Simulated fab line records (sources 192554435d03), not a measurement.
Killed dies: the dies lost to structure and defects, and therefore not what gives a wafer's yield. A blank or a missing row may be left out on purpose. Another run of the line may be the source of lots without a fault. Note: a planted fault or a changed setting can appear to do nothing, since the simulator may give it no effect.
fab line records    flow n5-finfet
record: lots: 7  wafers: 39
route steps=1938 shown BEOL_M7@1308
start-h: the number of hours between the record's first day and the start of the first shown wafer of the lot    wait-h: hours since the lot's step before    " same as the row above    L1.1+2: a row that stands for several wafers    - no value present, or no start provided    * or withheld: withheld    < > ~ a bound
route shown NAME@n: a module of which the file shows steps, and the number in the route of the first    usual: the fault-free wafers' mean and standard deviation    same: alike in all rows    chamber/n: place in a boat    sites: each site's reading    _std_site: standard deviation of those values    _edge_site: outer sites' mean less inner sites'    radius-mm: how far each site lies from the wafer's centre    mask NAME#n: copy n    behind: the most recent tool/chamber to have shaped the wafer    hold: cause of the lot's hold/its duration in hours/its outcome    device: names the non-switching transistor (n, p or np)    end of line: the same wafers' tests at the end of the route    where a step has no rows: the recipe by itself    killed: count of dies lost to structure and defects at first sort (not the wafer's yield)    map: a wafer's dies, marking killed ones x, the rest . and places with no die _
set.NAME: the setting as run; set.NAME@STEP: as run at that earlier step    model.NAME: the simulator's own value behind a step, which no gauge read
lots where settings were altered on purpose, with a table for each step and a row for each wafer
== steps ==
step: N5_BEOL_M7_TRENCH_ETCH_37
recipe: chemistry: C4F6/O2  target-depth-a: 934.78  target: SiCOH_lowk  time-s: 31.2  ion-energy-ev: 250  pressure-mtorr: 30  source-w: 345  bias-w: 185  Ar_flow_sccm: 300  C4F6_flow_sccm: 10  O2_flow_sccm: 10
lot.wafer  tool         chamber  start-h  wait-h  set.time-s  model.etch.depth-nm  model.BEOL_M7.feature-depth-nm  model.TiN_of_BEOL_M7_HM_DEP_02.thk-nm
L074.1     rie-diel-06  0        -        -       31.2        91.73                91.8                            17.6
L074.2     "            2        "        "       31.2        94.26                94.2                            17.6
L074.3     "            1        "        "       31.2        91.67                91.6                            17.2
L074.4     "            3        "        "       47.49       142.7                142.6                           16.2
L074.5     "            1        "        "       47.49       141.1                141.2                           16.4
L074.6     "            2        "        "       47.49       141.5                141.6                           16
L075.2     rie-diel-02  2        -        -       31.2        94.28                94.2                            17.2
L075.5     "            2        "        "       31.2        93.68                93.6                            17.6
L075.6     "            1        "        "       31.2        93.31                93.4                            17.6
L079.1     rie-diel-06  1        -        -       47.41       142.1                142                             15.8
L079.2     "            0        "        "       31.2        92.15                92.2                            17.2
L079.3     "            3        "        "       31.2        93.77                93.8                            17.4
L079.4     "            2        "        "       31.2        93.9                 93.8                            17
L079.5     "            1        "        "       47.41       141.8                141.8                           15.8
L079.6     "            0        "        "       47.41       139.1                139                             15.8
L082.1     rie-diel-02  2        -        -       31.2        94.1                 94.2                            17
L082.2     "            3        "        "       31.2        94.09                94                              16.8
L082.3     "            1        "        "       31.2        94.27                94.2                            16.8
L082.4     "            3        "        "       31.2        93.83                93.8                            16.8
L082.5     "            1        "        "       31.2        94.07                94                              16.8
L082.6     "            2        "        "       31.2        93.36                93.4                            17.2
L087.1     rie-diel-06  0        -        -       40.12       116.7                116.6                           16.6
L087.2     "            2        "        "       31.2        93.49                93.4                            17.6
L087.3     "            3        "        "       40.12       118.7                118.6                           16.4
L087.4     "            1        "        "       31.2        93.23                93.2                            17.2
L087.5     "            1        "        "       31.2        92.6                 92.6                            17.2
L087.6     "            2        "        "       40.12       120                  120                             16.6
L095.1     rie-diel-04  3        -        -       31.2        92.62                92.6                            17.4
L095.2     "            2        "        "       48.24       143.2                143.2                           16
L095.3     "            1        "        "       48.24       147.3                147.4                           16
L095.4     "            3        "        "       48.24       142.7                142.6                           16.2
L095.5     "            2        "        "       31.2        92.79                92.8                            17.6
L095.6     "            1        "        "       31.2        96.96                97                              17.4
L097.1     rie-diel-06  2        -        -       37.49       112.5                112.4                           17.2
L097.2     "            1        "        "       37.49       111.1                111.2                           17.4
L097.3     "            0        "        "       31.2        90.74                90.8                            17.4
L097.4     "            3        "        "       31.2        92.29                92.2                            17.2
L097.5     "            2        "        "       37.49       113.5                113.6                           16.8
L097.6     "            3        "        "       31.2        92.17                92.2                            17.4
step: N5_BEOL_M7_ETCH_41
recipe: chemistry: CH3F/O2  target: SiCN  target-depth-a: 319  taper-deg: 2  time-s: 57.8  ion-energy-ev: 120  mask-material: TiN  pressure-mtorr: 30  source-w: 395  bias-w: 75  Ar_flow_sccm: 150  CH3F_flow_sccm: 30  O2_flow_sccm: 20
step: N5_BEOL_M7_STRIP_80
recipe: chemistry: N2/H2  time-s: 10  power-w: 450  temp-c: 40  pressure-mtorr: 20  rf-frequency-hz: 6e+07  bias-power-w: 7  n2-flow-sccm: 200  h2-flow-sccm: 200
step: N5_BEOL_M7_OCD_MEAS_38
usual: trench-depth-nm: 93.0/1.2
lot.wafer  tool    chamber  start-h  wait-h  set.time-s@BEOL_M7_TRENCH_ETCH_37  trench-depth-nm
L074.1     ocd-01  -        180.80   -       31.2                               91.9
L074.2     "       -        "        "       31.2                               94.2
L074.3     "       -        "        "       31.2                               92.1
L074.4     "       -        "        "       47.49                              142.2
L074.5     "       -        "        "       47.49                              140.9
L074.6     "       -        "        "       47.49                              142.0
L075.2     ocd-02  -        186.13   -       31.2                               94.6
L075.5     "       -        "        "       31.2                               93.6
L075.6     "       -        "        "       31.2                               92.9
L079.1     ocd-02  -        208.62   -       47.41                              141.6
L079.2     "       -        "        "       31.2                               92.0
L079.3     "       -        "        "       31.2                               93.8
L079.4     "       -        "        "       31.2                               93.9
L079.5     "       -        "        "       47.41                              142.0
L079.6     "       -        "        "       47.41                              139.0
L082.1     ocd-01  -        232.61   -       31.2                               93.9
L082.2     "       -        "        "       31.2                               94.1
L082.3     "       -        "        "       31.2                               93.7
L082.4     "       -        "        "       31.2                               93.9
L082.5     "       -        "        "       31.2                               93.6
L082.6     "       -        "        "       31.2                               93.4
L087.1     ocd-02  -        267.90   -       40.12                              116.8
L087.2     "       -        "        "       31.2                               93.2
L087.3     "       -        "        "       40.12                              118.2
L087.4     "       -        "        "       31.2                               93.4
L087.5     "       -        "        "       31.2                               92.4
L087.6     "       -        "        "       40.12                              120.5
L095.1     ocd-02  -        307.35   -       31.2                               92.2
L095.2     "       -        "        "       48.24                              143.2
L095.3     "       -        "        "       48.24                              147.0
L095.4     "       -        "        "       48.24                              142.7
L095.5     "       -        "        "       31.2                               92.3
L095.6     "       -        "        "       31.2                               96.6
L097.1     ocd-01  -        329.74   -       37.49                              112.9
L097.2     "       -        "        "       37.49                              111.5
L097.3     "       -        "        "       31.2                               91.3
L097.4     "       -        "        "       31.2                               92.2
L097.5     "       -        "        "       37.49                              113.1
L097.6     "       -        "        "       31.2                               91.9
step: N5_BEOL_M7_HM_STRIP_39
recipe: chemistry: peroxide-tin-strip  material: TiN  target-depth-a: 250  temp-c: 50  time-s: 158
step: N5_BEOL_M7_SRD_40
recipe: time-s: 30  temp-c: 23  rinse-liquid: diw  dry: ipa-marangoni
step: N5_BEOL_M7_ECD_50
recipe: material: Cu  target-thk-a: 3000
step: N5_BEOL_M7_ANNEAL_51
recipe: temp-c: 225  time-s: 90  ambient: N2
step: N5_BEOL_M7_CMP_52
recipe: stop-on: SiCOH_lowk  t-overpolish-s: 6.9  down-force-psi: 1  platen-rpm: 50  clearing-platen-down-force-psi: 1.5  clearing-platen-rpm: 50  post-cmp-clean: cu-alkaline  target-thk-nm: 80  clearing-platen-pad-velocity-m-s: 0.99484  pad-velocity-m-s: 0.99484
lot.wafer  tool    chamber  start-h  wait-h  set.time-s@BEOL_M7_TRENCH_ETCH_37  model.Cu_of_BEOL_M7_ECD_50.thk-nm
L074.4     cmp-03  2        183.57   0.1     47.49                              129
L074.1     "       3        "        "       31.2                               78.2
L074.2     "       0        "        "       31.2                               80
L074.3     "       1        "        "       31.2                               78.6
L074.6     "       2        "        "       47.49                              129.4
L074.5     "       3        "        "       47.49                              126.6
L075.2     cmp-02  0        187.93   0.2     31.2                               83
L075.5     "       0        "        "       31.2                               82.4
L075.6     "       1        "        "       31.2                               80.2
L079.3     cmp-03  1        210.50   0.2     31.2                               80.8
L079.4     "       2        "        "       31.2                               78.8
L079.1     "       3        "        "       47.41                              127.6
L079.2     "       0        "        "       31.2                               76.6
L079.6     "       1        "        "       47.41                              124.8
L079.5     "       2        "        "       47.41                              128.4
L082.4     cmp-03  3        237.46   0.2     31.2                               79
L082.2     "       0        "        "       31.2                               81.4
L082.3     "       1        "        "       31.2                               80.8
L082.1+6   "       2,3      "        "       31.2                               80.2
L082.5     "       0        "        "       31.2                               79.8
L087.2+4   cmp-03  3,2      270.54   0.3     31.2                               79.8
L087.1     "       0        "        "       40.12                              102.4
L087.3     "       1        "        "       40.12                              104.4
L087.6     "       3        "        "       40.12                              104.8
L087.5     "       0        "        "       31.2                               77.6
L095.2     cmp-04  2        310.71   0.2     48.24                              131
L095.4     "       3        "        "       48.24                              128.4
L095.1     "       0        "        "       31.2                               78.4
L095.3     "       1        "        "       48.24                              134.8
L095.5     "       2        "        "       31.2                               79.2
L095.6     "       3        "        "       31.2                               82.8
L097.3     cmp-04  3        332.32   0.2     31.2                               76.4
L097.4     "       0        "        "       31.2                               78.6
L097.2     "       1        "        "       37.49                              97.4
L097.1     "       2        "        "       37.49                              98.2
L097.5     "       3        "        "       37.49                              100
L097.6     "       0        "        "       31.2                               78.4
step: N5_BEOL_M7_THK_MEAS_53
recipe: thk-meas-gauge: xrf  reads: Cu_of_BEOL_M7_ECD_50
usual: M7_THK: 78.3/1.8
lot.wafer  tool           chamber  start-h  wait-h  set.time-s@BEOL_M7_TRENCH_ETCH_37  M7_THK[nm]
L074.1     film-metro-02  -        183.86   -       31.2                               78.6
L074.2     "              -        "        "       31.2                               80.2
L074.3     "              -        "        "       31.2                               78.7
L074.4     "              -        "        "       47.49                              129.9
L074.5     "              -        "        "       47.49                              127.4
L074.6     "              -        "        "       47.49                              130.6
L075.2     film-metro-02  -        188.23   -       31.2                               83.4
L075.5     "              -        "        "       31.2                               83.2
L075.6     "              -        "        "       31.2                               80.7
L079.1     film-metro-02  -        210.80   -       47.41                              127.6
L079.2     "              -        "        "       31.2                               76.6
L079.3     "              -        "        "       31.2                               80.5
L079.4     "              -        "        "       31.2                               78.8
L079.5     "              -        "        "       47.41                              128.8
L079.6     "              -        "        "       47.41                              125.3
L082.1     film-metro-01  -        237.76   -       31.2                               78.7
L082.2     "              -        "        "       31.2                               79.8
L082.3     "              -        "        "       31.2                               79.4
L082.4     "              -        "        "       31.2                               77.5
L082.5     "              -        "        "       31.2                               78.5
L082.6     "              -        "        "       31.2                               78.8
L087.1     film-metro-01  -        270.83   -       40.12                              100.8
L087.2     "              -        "        "       31.2                               78.8
L087.3     "              -        "        "       40.12                              102.6
L087.4     "              -        "        "       31.2                               78.6
L087.5     "              -        "        "       31.2                               76.5
L087.6     "              -        "        "       40.12                              103.5
L095.1     film-metro-01  -        311.00   -       31.2                               76.1
L095.2     "              -        "        "       48.24                              126.7
L095.3     "              -        "        "       48.24                              130.3
L095.4     "              -        "        "       48.24                              124.6
L095.5     "              -        "        "       31.2                               76.9
L095.6     "              -        "        "       31.2                               80.4
L097.1     film-metro-02  -        332.62   -       37.49                              98.7
L097.2     "              -        "        "       37.49                              97.4
L097.3     "              -        "        "       31.2                               76.5
L097.4     "              -        "        "       31.2                               78.0
L097.5     "              -        "        "       37.49                              99.8
L097.6     "              -        "        "       31.2                               78.0
step: N5_BEOL_M7_PRE_CLEAN_55
recipe: gas: NH3  time-s: 15  temp-c: withheld  rf-power-w: 300
step: N5_BEOL_M7_DEP_56
recipe: material: SiCN  target-thk-a: 100  temp-c: withheld  precursor: 3MS/NH3  pressure-torr: 3  rf-w: 202  time-s: 17.5
step: N5_BEOL_M7_RS_MEAS_57
recipe: thk-meas-gauge: four-point-probe  reads: Cu_of_BEOL_M7_ECD_50+Co_of_BEOL_M7_CVD_78+TaN_of_BEOL_M7_ALD_77
usual: M7_RS: 0.289/0.0067
lot.wafer  tool           chamber  start-h  wait-h  set.time-s@BEOL_M7_TRENCH_ETCH_37  M7_RS[ohm/sq]
L074.1     film-metro-01  -        183.99   0.1     31.2                               0.293
L074.2     "              -        "        "       31.2                               0.285
L074.3     "              -        "        "       31.2                               0.292
L074.4     "              -        "        "       47.49                              0.165
L074.5     "              -        "        "       47.49                              0.169
L074.6     "              -        "        "       47.49                              0.165
L075.2     film-metro-02  -        188.36   0.1     31.2                               0.273
L075.5     "              -        "        "       31.2                               0.275
L075.6     "              -        "        "       31.2                               0.285
L079.1     film-metro-02  -        210.93   0.1     47.41                              0.168
L079.2     "              -        "        "       31.2                               0.300
L079.3     "              -        "        "       31.2                               0.282
L079.4     "              -        "        "       31.2                               0.291
L079.5     "              -        "        "       47.41                              0.166
L079.6     "              -        "        "       47.41                              0.172
L082.1     film-metro-01  -        237.89   0.1     31.2                               0.284
L082.2     "              -        "        "       31.2                               0.279
L082.3     "              -        "        "       31.2                               0.282
L082.4     "              -        "        "       31.2                               0.290
L082.5     "              -        "        "       31.2                               0.286
L082.6     "              -        "        "       31.2                               0.286
L087.1     film-metro-01  -        270.97   0.1     40.12                              0.214
L087.2     "              -        "        "       31.2                               0.286
L087.3     "              -        "        "       40.12                              0.210
L087.4     "              -        "        "       31.2                               0.287
L087.5     "              -        "        "       31.2                               0.296
L087.6     "              -        "        "       40.12                              0.209
L095.1     film-metro-01  -        311.13   0.1     31.2                               0.292
L095.2     "              -        "        "       48.24                              0.163
L095.3     "              -        "        "       48.24                              0.158
L095.4     "              -        "        "       48.24                              0.167
L095.5     "              -        "        "       31.2                               0.289
L095.6     "              -        "        "       31.2                               0.274
L097.1     film-metro-02  -        332.78   0.1     37.49                              0.225
L097.2     "              -        "        "       37.49                              0.227
L097.3     "              -        "        "       31.2                               0.301
L097.4     "              -        "        "       31.2                               0.292
L097.5     "              -        "        "       37.49                              0.220
L097.6     "              -        "        "       31.2                               0.293
== key ==
split: step: N5_BEOL_M7_TRENCH_ETCH_37  setting: time-s  stated: 31.2  by: wafer
response: step: N5_BEOL_M7_TRENCH_ETCH_37  reading: model.etch.depth-nm  change: +0.928  per: 1%  r: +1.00
response: step: N5_BEOL_M7_TRENCH_ETCH_37  reading: model.BEOL_M7.feature-depth-nm  change: +0.928  per: 1%  r: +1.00
response: step: N5_BEOL_M7_TRENCH_ETCH_37  reading: model.TiN_of_BEOL_M7_HM_DEP_02.thk-nm  change: -0.0251  per: 1%  r: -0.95
response: step: N5_BEOL_M7_OCD_MEAS_38  reading: trench-depth-nm  change: +0.928  per: 1%  r: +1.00
response: step: N5_BEOL_M7_CMP_52  reading: model.Cu_of_BEOL_M7_ECD_50.thk-nm  change: +0.935  per: 1%  r: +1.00
response: step: N5_BEOL_M7_THK_MEAS_53  reading: M7_THK  change: +0.93  per: 1%  r: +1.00
response: step: N5_BEOL_M7_RS_MEAS_57  reading: M7_RS  change: -0.00241  per: 1%  r: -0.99
